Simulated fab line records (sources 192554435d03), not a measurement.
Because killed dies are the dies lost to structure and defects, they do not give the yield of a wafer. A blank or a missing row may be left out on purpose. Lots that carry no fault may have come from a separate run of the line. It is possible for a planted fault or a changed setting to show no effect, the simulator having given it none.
Commonality check across tools + flow n5Finfet + 9 lots and 26 wafers in the sample

== WHAT PROMPTED THE OPENING ==
2 of 9 lots carry a flag on the reading RS_NWELL at N5_BEOL_M4_RC_MEAS_101. Wafers without a fault read 1038 ohm/sq, standard deviation 5.8.
Rule: a lot is flagged when every wafer of it that has a number lies more than 4 standard deviations from that mean, or none has a number. The other lots count as sound.

| lot  | measured     | on        | RS_NWELL (ohm/sq), wafer by wafer | flag    |
|------|--------------|-----------|-----------------------------------|---------|
| L156 | day 7 21:37  | prober-02 | 1037 1043 1039                    |         |
| L158 | day 8 12:00  | prober-01 | 1046 1035 1037                    |         |
| L163 | day 9 13:25  | prober-02 | 1036 1038 1034                    |         |
| L164 | day 9 17:02  | prober-01 | 1042 1052 1042                    |         |
| L167 | day 10 20:29 | prober-01 | 1036 1035 1030                    |         |
| L169 | day 11 07:04 | prober-01 | 1043 1039                         |         |
| L170 | day 11 14:14 | prober-02 | 1100 1102 1104                    | FLAGGED |
| L171 | day 11 17:20 | prober-01 | 1099 1091 1101                    | FLAGGED |
| L179 | day 13 15:45 | prober-02 | 1035 1030 1026                    |         |
The mean of the flagged lots' numbers is 1100 ohm/sq, +62 ohm/sq from the usual (+11 standard deviations).

== EACH LOT AND THE TOOL IT RAN ON ==
4 process steps preceding the reading are held in the record, out of 1938 steps in the route. Read each cell as the tool, then ch plus the chambers that the sampled wafers visited, then the start.
| lot  | flag    | N5_ZERO_LAYER_PECVD_02         | N5_WELL_APT_DESCUM_13            | N5_WELL_APT_IMPLANT_14         | N5_PMOS_HMC_CHANNEL_EPI_EPI_26 |
|------|---------|--------------------------------|----------------------------------|--------------------------------|--------------------------------|
| L156 |         | pecvd-03 ch 0,2, day 1 12:17   | rieDiel-06 ch 1,2, day 1 14:13   | implanter-02 ch 0, day 1 14:22 | epiRpcvd-04 ch 0, day 1 20:42  |
| L158 |         | pecvd-03 ch 1,2, day 2 00:18   | rieDiel-02 ch 1,3, day 2 02:01   | implanter-02 ch 0, day 2 02:11 | epiRpcvd-04 ch 0, day 2 08:12  |
| L163 |         | pecvd-01 ch 1,2, day 3 06:17   | rieDiel-06 ch 0,1,2, day 3 08:05 | implanter-02 ch 0, day 3 08:13 | epiRpcvd-02 ch 0, day 3 14:23  |
| L164 |         | pecvd-03 ch 0,1,2, day 3 12:17 | rieDiel-02 ch 0,1,3, day 3 14:32 | implanter-02 ch 0, day 3 14:38 | epiRpcvd-03 ch 0, day 3 20:35  |
| L167 |         | pecvd-01 ch 0,1,2, day 4 06:17 | rieDiel-02 ch 0,2,3, day 4 07:46 | implanter-01 ch 0, day 4 07:54 | epiRpcvd-02 ch 0, day 4 13:38  |
| L169 |         | pecvd-04 ch 1,2, day 4 18:20   | rieDiel-05 ch 0,1, day 4 19:40   | implanter-02 ch 0, day 4 19:51 | epiRpcvd-04 ch 0, day 5 01:36  |
| L170 | FLAGGED | pecvd-04 ch 0,1,2, day 5 00:17 | rieDiel-02 ch 1,2, day 5 01:47   | implanter-02 ch 0, day 5 01:53 | epiRpcvd-02 ch 0, day 5 07:28  |
| L171 | FLAGGED | pecvd-03 ch 0,2, day 5 06:17   | rieDiel-05 ch 0,1,2, day 5 07:58 | implanter-02 ch 0, day 5 08:04 | epiRpcvd-04 ch 0, day 5 13:47  |
| L179 |         | pecvd-03 ch 0,1,2, day 7 06:18 | rieDiel-06 ch 0,1,2, day 7 07:40 | implanter-01 ch 0, day 7 07:46 | epiRpcvd-02 ch 0, day 7 14:17  |
What is done by these steps:
- N5_ZERO_LAYER_PECVD_02: deposits SiO2 from SiH4/N2O, target thk 10 nm, time 6 s.
- N5_WELL_APT_DESCUM_13: chemistry O2, time 7.9 s.
- N5_WELL_APT_IMPLANT_14
- N5_PMOS_HMC_CHANNEL_EPI_EPI_26: deposits Si from SiH4/H2, target thk 3.8 nm, time 22.7 s.
- N5_BEOL_M4_RC_MEAS_101

== FLAGGED AGAINST TOTAL, ONE TOOL AT A TIME (gauges that did the reading follow at the end) ==
| step                           | tool         | lots run | flagged | share of the flagged lots | sound lots run after its first flagged lot |
|--------------------------------|--------------|----------|---------|---------------------------|--------------------------------------------|
| N5_ZERO_LAYER_PECVD_02         | pecvd-01     | 2        | 0       | none                      | -                                          |
| N5_ZERO_LAYER_PECVD_02         | pecvd-03     | 5        | 1       | some                      | 1 (L179)                                   |
| N5_ZERO_LAYER_PECVD_02         | pecvd-04     | 2        | 1       | some                      | 0                                          |
| N5_WELL_APT_DESCUM_13          | rieDiel-02   | 4        | 1       | some                      | 0                                          |
| N5_WELL_APT_DESCUM_13          | rieDiel-05   | 2        | 1       | some                      | 0                                          |
| N5_WELL_APT_DESCUM_13          | rieDiel-06   | 3        | 0       | none                      | -                                          |
| N5_WELL_APT_IMPLANT_14         | implanter-01 | 2        | 0       | none                      | -                                          |
| N5_WELL_APT_IMPLANT_14         | implanter-02 | 7        | 2       | all                       | 0                                          |
| N5_PMOS_HMC_CHANNEL_EPI_EPI_26 | epiRpcvd-02  | 4        | 1       | some                      | 1 (L179)                                   |
| N5_PMOS_HMC_CHANNEL_EPI_EPI_26 | epiRpcvd-03  | 1        | 0       | none                      | -                                          |
| N5_PMOS_HMC_CHANNEL_EPI_EPI_26 | epiRpcvd-04  | 4        | 1       | some                      | 0                                          |
| N5_BEOL_M4_RC_MEAS_101         | prober-01    | 5        | 1       | some                      | 0                                          |
| N5_BEOL_M4_RC_MEAS_101         | prober-02    | 4        | 1       | some                      | 1 (L179)                                   |

== WHAT IS ALLOWED BY THE TABLE ==
All flagged lots share 1 row of the table, namely implanter-02 at N5_WELL_APT_IMPLANT_14.
- implanter-02 at N5_WELL_APT_IMPLANT_14 ran 7 lots, 2 of them flagged. It ran its last sound lot, L169, at day 4 19:51 and its first flagged lot, L170, at day 5 01:53: a fault with its onset between the two fits. Its own readings (doseIonsCm2) fall more than 4 standard deviations out on all wafers of the flagged lots.
Left over: one tool, implanter-02 at N5_WELL_APT_IMPLANT_14.

== WHAT THE SIMULATOR PUT IN ==
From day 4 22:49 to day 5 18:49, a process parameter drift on implanter-02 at N5_WELL_APT_IMPLANT_14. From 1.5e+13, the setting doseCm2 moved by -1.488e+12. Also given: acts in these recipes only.
Struck lots among those shown: L170, L171. The rule above reached the same finding.
